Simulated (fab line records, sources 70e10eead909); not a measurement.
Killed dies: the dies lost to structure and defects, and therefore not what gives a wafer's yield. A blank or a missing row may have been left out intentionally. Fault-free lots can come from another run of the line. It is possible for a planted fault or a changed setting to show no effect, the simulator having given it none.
fab line records    flow nand-harc
[record] lots = 6  wafers = 18  last-day = 33
route steps=1302 shown A_ONON_D2@552 END@1302
lots that met no fault: taken from a fault-free run of the same line
start-h: start of the lot's first displayed wafer, in hours after the record's first day    wait-h: hours since the lot's step before    " same as the row above    L1.1+2: one row covering several wafers at once    - no value present, or no start provided    * or withheld: withheld    < > ~ a bound
route shown NAME@n: names a module that has steps shown in the file, with the first one's number in the route    usual: mean/standard deviation of fault-free wafers    same: alike in all rows    chamber/n: place in a boat    sites: readings site by site    _std_site: standard deviation across them    _edge_site: inner sites' mean taken away from outer sites' mean    radius-mm: how far each site lies from the wafer's centre    mask NAME#n: copy n    behind: the tool/chamber that last shaped the wafer    hold: the reason the lot was held/the length of the hold in hours/how it ended    device: the transistor (n, p or np) that didn't switch    end of line: the same wafers' tests at the end of the route    a step without rows: its recipe alone    killed: dies lost to structure and defects at the first sort, not the wafer's yield    map: a wafer's dies, x killed, . not, _ none there
set.NAME: the setting as run; set.NAME@STEP: as run at that earlier step    model.NAME: the simulator's own value behind a step, which no gauge read
lots seen at some steps along the route; tables by step, rows by wafer
services: the hour from which a tool's chamber was out of use, counted from the record's first day as start-h (under 0 if before that day), plus the number of hours and why
[[steps]]
[step NHARC_A_ONON_D2_THK_MEAS_11]
[recipe] thk-meas-gauge = ellipsometry
[usual] thk-nm = 1001/12
lot.wafer  tool           chamber  start-h  wait-h  thk-nm
L651.2     film-metro-02  -        326.87   -       1016
L651.4     "              -        "        "       1016
L651.6     "              -        "        "       1017
L654.2     film-metro-02  -        356.42   -       1014
L654.3     "              -        "        "       1016
L654.6     "              -        "        "       1015
L660.2     film-metro-02  -        420.89   -       1007
L660.5     "              -        "        "       1007
L660.6     "              -        "        "       1009
L663.2     film-metro-01  -        441.60   -       1000
L663.3     "              -        "        "       1000
L663.6     "              -        "        "       1000
L667.1     film-metro-02  -        491.11   -       1000
L667.2     "              -        "        "       999
L667.6     "              -        "        "       999
L669.1     film-metro-01  -        502.56   -       1002
L669.4     "              -        "        "       1001
L669.6     "              -        "        "       999
[step NHARC_A_ONON_D2_DEP_12]
[recipe] target-thk-a = 10000  n2-flow-sccm = 2750  n2o-flow-sccm = 2000  nh3-flow-sccm = 500  sih4-flow-sccm = 210  temp-c = 400
[step NHARC_A_ONON_D2_THK_MEAS_14]
[recipe] thk-meas-gauge = ellipsometry
[usual] thk-nm = 998/11
lot.wafer  tool           chamber  start-h  wait-h  thk-nm
L651.2     film-metro-01  -        327.44   -       989
L651.4     "              -        "        "       988
L651.6     "              -        "        "       987
L654.2     film-metro-02  -        356.98   -       994
L654.3     "              -        "        "       991
L654.6     "              -        "        "       991
L660.2     film-metro-02  -        421.46   -       1028
L660.5     "              -        "        "       1026
L660.6     "              -        "        "       1026
L663.2     film-metro-01  -        442.17   -       985
L663.3     "              -        "        "       984
L663.6     "              -        "        "       983
L667.1     film-metro-02  -        491.68   -       982
L667.2     "              -        "        "       982
L667.6     "              -        "        "       984
L669.1     film-metro-02  -        503.13   -       998
L669.4     "              -        "        "       999
L669.6     "              -        "        "       999
[step NHARC_A_ONON_D2_ANNEAL_15]
[recipe] temp-c = 750  time-s = 3600
[step NHARC_A_ONON_D2_DEP_16]
[recipe] target-thk-a = 10000  n2-flow-sccm = 2750  n2o-flow-sccm = 2000  nh3-flow-sccm = 500  sih4-flow-sccm = 210  temp-c = 400
[step NHARC_A_ONON_D2_THK_MEAS_18]
[recipe] thk-meas-gauge = ellipsometry
[usual] thk-nm = 1000/11
lot.wafer  tool           chamber  start-h  wait-h  thk-nm
L651.2     film-metro-01  -        338.21   -       1000
L651.4     "              -        "        "       998
L651.6     "              -        "        "       998
L654.2     film-metro-02  -        364.73   -       981
L654.3     "              -        "        "       983
L654.6     "              -        "        "       982
L660.2     film-metro-01  -        428.79   -       993
L660.5     "              -        "        "       994
L660.6     "              -        "        "       996
L663.2     film-metro-02  -        450.56   -       1016
L663.3     "              -        "        "       1017
L663.6     "              -        "        "       1018
L667.1     film-metro-02  -        501.85   -       999
L667.2     "              -        "        "       999
L667.6     "              -        "        "       1000
L669.1     film-metro-02  -        510.86   -       985
L669.4     "              -        "        "       985
L669.6     "              -        "        "       987
[step NHARC_A_ONON_D2_DEP_19]
[recipe] target-thk-a = 10000  n2-flow-sccm = 2750  n2o-flow-sccm = 2000  nh3-flow-sccm = 500  sih4-flow-sccm = 210  temp-c = 400
[step NHARC_A_ONON_D2_THK_MEAS_21]
[recipe] thk-meas-gauge = ellipsometry
[usual] thk-nm = 1002/9.7
lot.wafer  tool           chamber  start-h  wait-h  thk-nm
L651.2     film-metro-01  -        338.77   -       1012
L651.4     "              -        "        "       1012
L651.6     "              -        "        "       1014
L654.2     film-metro-01  -        365.30   -       1004
L654.3     "              -        "        "       1004
L654.6     "              -        "        "       1004
L660.2     film-metro-02  -        429.36   -       998
L660.5     "              -        "        "       1000
L660.6     "              -        "        "       1000
L663.2     film-metro-02  -        451.29   -       1000
L663.3     "              -        "        "       1000
L663.6     "              -        "        "       1002
L667.1     film-metro-01  -        502.42   -       993
L667.2     "              -        "        "       992
L667.6     "              -        "        "       995
L669.1     film-metro-01  -        511.43   -       1002
L669.4     "              -        "        "       1004
L669.6     "              -        "        "       1001
[step NHARC_A_ONON_D2_DEP_22]
[recipe] target-thk-a = 10000  n2-flow-sccm = 2750  n2o-flow-sccm = 2000  nh3-flow-sccm = 500  sih4-flow-sccm = 210  temp-c = 400
[step NHARC_A_ONON_D2_THK_MEAS_24]
[recipe] thk-meas-gauge = ellipsometry
[usual] thk-nm = 1000/10
lot.wafer  tool           chamber  start-h  wait-h  thk-nm
L651.2     film-metro-01  -        339.33   -       1009
L651.4     "              -        "        "       1009
L651.6     "              -        "        "       1011
L654.2     film-metro-01  -        365.86   -       987
L654.3     "              -        "        "       987
L654.6     "              -        "        "       987
L660.2     film-metro-01  -        429.93   -       1001
L660.5     "              -        "        "       1003
L660.6     "              -        "        "       1001
L663.2     film-metro-02  -        451.93   -       998
L663.3     "              -        "        "       997
L663.6     "              -        "        "       997
L667.1     film-metro-02  -        502.98   -       1003
L667.2     "              -        "        "       1001
L667.6     "              -        "        "       1001
L669.1     film-metro-01  -        512.00   -       1009
L669.4     "              -        "        "       1007
L669.6     "              -        "        "       1009
[step NHARC_A_ONON_D2_DEP_25]
[recipe] target-thk-a = 10000  n2-flow-sccm = 2750  n2o-flow-sccm = 2000  nh3-flow-sccm = 500  sih4-flow-sccm = 210  temp-c = 400
[step NHARC_A_ONON_D2_THK_MEAS_27]
[recipe] thk-meas-gauge = ellipsometry
[usual] thk-nm = 1001/9.8
lot.wafer  tool           chamber  start-h  wait-h  thk-nm
L651.2     film-metro-02  -        339.89   -       1010
L651.4     "              -        "        "       1007
L651.6     "              -        "        "       1007
L654.2     film-metro-02  -        366.43   -       998
L654.3     "              -        "        "       999
L654.6     "              -        "        "       998
L660.2     film-metro-02  -        430.49   -       1020
L660.5     "              -        "        "       1018
L660.6     "              -        "        "       1018
L663.2     film-metro-01  -        452.51   -       1001
L663.3     "              -        "        "       1001
L663.6     "              -        "        "       1002
L667.1     film-metro-01  -        503.55   -       977
L667.2     "              -        "        "       978
L667.6     "              -        "        "       978
L669.1     film-metro-02  -        512.58   -       1011
L669.4     "              -        "        "       1011
L669.6     "              -        "        "       1013
[step NHARC_A_ONON_D2_DEP_28]
[recipe] target-thk-a = 10000  n2-flow-sccm = 2750  n2o-flow-sccm = 2000  nh3-flow-sccm = 500  sih4-flow-sccm = 210  temp-c = 400
[usual] n2-flow-sccm = 2748/8.4  n2o-flow-sccm = 2000/5.3
lot.wafer  tool           chamber  start-h  wait-h  n2-flow-sccm  n2o-flow-sccm
L651.2     pecvd-onon-03  0        340.01   0.1     2751          1988
L651.4     "              0        "        "       2754          1994
L651.6     "              0        "        "       2756          1992
L654.2     pecvd-onon-03  0        366.54   0.1     2749          2002
L654.3     "              0        "        "       2760          1994
L654.6     "              0        "        "       2753          1993
L660.2     pecvd-onon-03  0        430.61   0.1     2743          1995
L660.5     "              0        "        "       2746          2004
L660.6     "              0        "        "       2747          2010
L663.2     pecvd-onon-02  0        452.62   0.1     2757          1994
L663.3     "              0        "        "       2752          1992
L663.6     "              0        "        "       2751          1997
L667.1     pecvd-onon-01  0        503.61   0.1     2758          2001
L667.2     "              0        "        "       2750          1998
L667.6     "              0        "        "       2751          2003
L669.1     pecvd-onon-01  0        512.64   0.1     2748          2000
L669.4     "              0        "        "       2755          1997
L669.6     "              0        "        "       2751          1996
[step NHARC_A_ONON_D2_THK_MEAS_30]
[recipe] thk-meas-gauge = ellipsometry
[usual] thk-nm = 997/10
lot.wafer  tool           chamber  start-h  wait-h  thk-nm
L651.2     film-metro-01  -        340.46   -       1586
L651.4     "              -        "        "       1587
L651.6     "              -        "        "       1587
L654.2     film-metro-01  -        367.02   -       1587
L654.3     "              -        "        "       1585
L654.6     "              -        "        "       1586
L660.2     film-metro-02  -        431.06   -       986
L660.5     "              -        "        "       988
L660.6     "              -        "        "       986
L663.2     film-metro-02  -        453.07   -       989
L663.3     "              -        "        "       990
L663.6     "              -        "        "       989
L667.1     film-metro-01  -        504.12   -       982
L667.2     "              -        "        "       981
L667.6     "              -        "        "       980
L669.1     film-metro-02  -        513.15   -       1012
L669.4     "              -        "        "       1014
L669.6     "              -        "        "       1013
[step NHARC_A_ONON_D2_DEP_33]
[recipe] target-thk-a = 2000  temp-c = 400  pressure-torr = 6.5  rf-w = 900  teos-flow-sccm = 161.4  flow-sccm = 2650  target-thk-nm = 200  gas = O2  material = SiO2
[usual] heater-power-w = 559/100  throttle-valve-pct = 15.8/0.67
lot.wafer  tool      chamber  start-h  wait-h  heater-power-w  throttle-valve-pct
L651.2     pecvd-03  1        340.61   0.1     651             16.4
L651.4     "         2        "        "       575             16.2
L651.6     "         0        "        "       561             16.3
L654.2     pecvd-04  0        367.08   0.1     488             16.5
L654.3     "         1        "        "       557             15.8
L654.6     "         1        "        "       564             15.8
L660.2     pecvd-02  2        431.61   0.6     484             14.3
L660.6     "         0        "        "       456             15.1
L660.5     "         1        "        "       613             14.6
L663.3     pecvd-02  1        453.13   0.1     791             15.0
L663.2     "         2        "        "       450             14.5
L663.6     "         2        "        "       457             14.7
L667.1     pecvd-03  1        504.17   0.1     612             16.4
L667.2     "         2        "        "       627             16.4
L667.6     "         2        "        "       480             16.5
L669.1     pecvd-04  2        513.25   0.1     550             16.5
L669.6     "         2        "        "       559             16.7
L669.4     "         0        "        "       507             17.2
[step NHARC_END_SORT_01]
[recipe] temp-c = 25
[usual] killed-at-array = 59/20  killed-at-other = 0.8/1.1  killed-at-periphery = 5/3.1  killed-dies = 64/21  killed-open = 3.4/1.9  killed-short = 2.3/1.7
[same] gross-dies = 677
lot.wafer  tool       chamber  start-h  wait-h  killed-at-array  killed-at-other  killed-at-periphery  killed-dies  killed-open  killed-short
L651.2     prober-01  0        610.66   2.8     677              0                0                    677          4            0
L651.4     prober-01  0        612.26   3.4     674              0                3                    677          2            5
L651.6     prober-01  0        613.85   4.0     675              1                1                    677          0            1
L654.2     prober-02  0        635.31   2.8     675              0                2                    677          1            3
L654.3     prober-02  0        636.12   3.1     673              0                4                    677          2            0
L654.6     prober-02  0        638.55   4.0     674              0                3                    677          2            0
// killed by level:class
L651.2 A_ONON_D2:area-dep=597 A_CHANNEL_HOLE_D1:chamber-film-flake=33 A_SLIT:chamber-film-flake=31 A_CHANNEL_HOLE_D2:chamber-film-flake=6 A_CHANNEL_FILL_D2:geometric-particle:open=2 A_M0:geometric-particle:open=2 A_STAIRCASE:chamber-film-flake=2 A_CONTACT:chamber-film-flake=2
L651.4 A_ONON_D2:area-dep=599 A_CHANNEL_HOLE_D1:chamber-film-flake=29 A_SLIT:chamber-film-flake=23 A_CHANNEL_HOLE_D2:chamber-film-flake=13 A_CHANNEL_FILL_D1:geometric-particle:short=3 A_M0:chamber-film-flake=3 P_CONTACT:geometric-particle:open=1 P_M0:geometric-particle:short=1
L651.6 A_ONON_D2:area-dep=606 A_CHANNEL_HOLE_D1:chamber-film-flake=31 A_SLIT:chamber-film-flake=23 A_CHANNEL_HOLE_D2:chamber-film-flake=9 A_CONTACT:chamber-film-flake=2 A_ONON_D2:geometric-particle:short=1 P_M2:chamber-film-flake=1 A_DECK1_JOINT:chamber-film-flake=1
L654.2 A_ONON_D2:area-dep=611 A_CHANNEL_HOLE_D1:chamber-film-flake=30 A_CHANNEL_HOLE_D2:chamber-film-flake=14 A_CONTACT:chamber-film-flake=10 A_WL_FILL:chamber-film-flake=3 A_DECK1_JOINT:chamber-film-flake=2 P_CONTACT:geometric-particle:short=1 A_ONON_D2:geometric-particle:short=1
L654.3 A_ONON_D2:area-dep=617 A_CHANNEL_HOLE_D1:chamber-film-flake=31 A_CHANNEL_HOLE_D2:chamber-film-flake=13 A_CONTACT:chamber-film-flake=5 A_SLIT:chamber-film-flake=3 P_GATE:chamber-film-flake=2 A_WL_FILL:chamber-film-flake=2 P_CONTACT:geometric-particle:open=1
L654.6 A_ONON_D2:area-dep=616 A_CHANNEL_HOLE_D1:chamber-film-flake=33 A_CHANNEL_HOLE_D2:chamber-film-flake=13 A_CONTACT:chamber-film-flake=6 A_BONDPAD:chamber-film-flake=3 P_M2:geometric-particle:open=1 A_SOURCE_PLATE:geometric-particle:open=1 P_ZERO_WELL:chamber-film-flake=1
// map L651.2 (x killed, . not)
____________x____________
_________xxxxxxx_________
_______xxxxxxxxxxx_______
______xxxxxxxxxxxxx______
_____xxxxxxxxxxxxxxx_____
____xxxxxxxxxxxxxxxxx____
____xxxxxxxxxxxxxxxxx____
___xxxxxxxxxxxxxxxxxxx___
___xxxxxxxxxxxxxxxxxxx___
__xxxxxxxxxxxxxxxxxxxxx__
__xxxxxxxxxxxxxxxxxxxxx__
_xxxxxxxxxxxxxxxxxxxxxxx_
_xxxxxxxxxxxxxxxxxxxxxxx_
_xxxxxxxxxxxxxxxxxxxxxxx_
_xxxxxxxxxxxxxxxxxxxxxxx_
_xxxxxxxxxxxxxxxxxxxxxxx_
xxxxxxxxxxxxxxxxxxxxxxxxx
xxxxxxxxxxxxxxxxxxxxxxxxx
xxxxxxxxxxxxxxxxxxxxxxxxx
xxxxxxxxxxxxxxxxxxxxxxxxx
xxxxxxxxxxxxxxxxxxxxxxxxx
_xxxxxxxxxxxxxxxxxxxxxxx_
_xxxxxxxxxxxxxxxxxxxxxxx_
_xxxxxxxxxxxxxxxxxxxxxxx_
_xxxxxxxxxxxxxxxxxxxxxxx_
_xxxxxxxxxxxxxxxxxxxxxxx_
__xxxxxxxxxxxxxxxxxxxxx__
__xxxxxxxxxxxxxxxxxxxxx__
___xxxxxxxxxxxxxxxxxxx___
___xxxxxxxxxxxxxxxxxxx___
____xxxxxxxxxxxxxxxxx____
____xxxxxxxxxxxxxxxxx____
_____xxxxxxxxxxxxxxx_____
______xxxxxxxxxxxxx______
_______xxxxxxxxxxx_______
_________xxxxxxx_________
____________x____________
// map L654.2 (x killed, . not)
____________x____________
_________xxxxxxx_________
_______xxxxxxxxxxx_______
______xxxxxxxxxxxxx______
_____xxxxxxxxxxxxxxx_____
____xxxxxxxxxxxxxxxxx____
____xxxxxxxxxxxxxxxxx____
___xxxxxxxxxxxxxxxxxxx___
___xxxxxxxxxxxxxxxxxxx___
__xxxxxxxxxxxxxxxxxxxxx__
__xxxxxxxxxxxxxxxxxxxxx__
_xxxxxxxxxxxxxxxxxxxxxxx_
_xxxxxxxxxxxxxxxxxxxxxxx_
_xxxxxxxxxxxxxxxxxxxxxxx_
_xxxxxxxxxxxxxxxxxxxxxxx_
_xxxxxxxxxxxxxxxxxxxxxxx_
xxxxxxxxxxxxxxxxxxxxxxxxx
xxxxxxxxxxxxxxxxxxxxxxxxx
xxxxxxxxxxxxxxxxxxxxxxxxx
xxxxxxxxxxxxxxxxxxxxxxxxx
xxxxxxxxxxxxxxxxxxxxxxxxx
_xxxxxxxxxxxxxxxxxxxxxxx_
_xxxxxxxxxxxxxxxxxxxxxxx_
_xxxxxxxxxxxxxxxxxxxxxxx_
_xxxxxxxxxxxxxxxxxxxxxxx_
_xxxxxxxxxxxxxxxxxxxxxxx_
__xxxxxxxxxxxxxxxxxxxxx__
__xxxxxxxxxxxxxxxxxxxxx__
___xxxxxxxxxxxxxxxxxxx___
___xxxxxxxxxxxxxxxxxxx___
____xxxxxxxxxxxxxxxxx____
____xxxxxxxxxxxxxxxxx____
_____xxxxxxxxxxxxxxx_____
______xxxxxxxxxxxxx______
_______xxxxxxxxxxx_______
_________xxxxxxx_________
____________x____________
[[services]]
tool           chamber  start-h  hours  kind
pecvd-02       0        322.43   4.2    repair
pecvd-onon-02  -        362.81   5.1    repair
pecvd-03       -        366.00   13.0   pm
pecvd-03       0        366.00   13.0   vent-cycle
pecvd-03       1        366.00   13.0   vent-cycle
pecvd-03       2        366.00   13.0   vent-cycle
pecvd-03       0        379.00   -      clean
pecvd-03       1        379.00   -      clean
pecvd-03       2        379.00   -      clean
pecvd-03       2        385.59   7.6    repair
pecvd-onon-02  -        401.77   9.5    repair
pecvd-onon-03  -        408.26   13.0   pm
pecvd-02       -        408.41   13.0   pm
pecvd-02       0        408.41   13.0   vent-cycle
pecvd-02       1        408.41   13.0   vent-cycle
pecvd-02       2        408.41   13.0   vent-cycle
pecvd-02       0        421.41   -      clean
pecvd-02       1        421.41   -      clean
pecvd-02       2        421.41   -      clean
pecvd-04       -        450.16   13.0   pm
pecvd-04       0        450.16   13.0   vent-cycle
pecvd-04       1        450.16   13.0   vent-cycle
pecvd-onon-01  -        450.40   13.0   pm
pecvd-03       0        485.10   21.7   repair
[[key]]
[first-sign] step = NHARC_A_ONON_D2_THK_MEAS_30  reading = thk-nm  direction = up  sigmas = 57  usual = 997  struck = 1586
[effect] step = NHARC_END_SORT_01  reading = killed-at-array  direction = up  sigmas = 32  usual = 59  struck = 675
[more-kills-born-at] NHARC_A_ONON_D2_DEP_28@pecvd-onon-03 = 3646
met-at NHARC_A_ONON_D2_DEP_28
struck-wafers L651.2,L651.4,L651.6,L654.2,L654.3,L654.6
later-rows-left-out L651.2,L651.4,L651.6,L654.2,L654.3,L654.6
tester-left-out L651,L654
[fault] kind = process-parameter-drift  tool = pecvd-onon-03  chamber = 0  onset-h = 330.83  steps = NHARC_A_ONON_D2_DEP_28  channel = target-thk-a  offset = *  shape = step  end-h = 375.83  acts-in = *  stated = *
// tester-left-out: of these lots the tester's yield and bins aren't shown, on N5 and GAA mostly nor the transistor test; their killed dies are dies lost to structure and defects alone, not to doping, threshold or leakage, so they don't give the yield
// later-rows-left-out: the simulator's readings of these wafers behind a module that went badly wrong aren't trusted and aren't shown, but for the sort
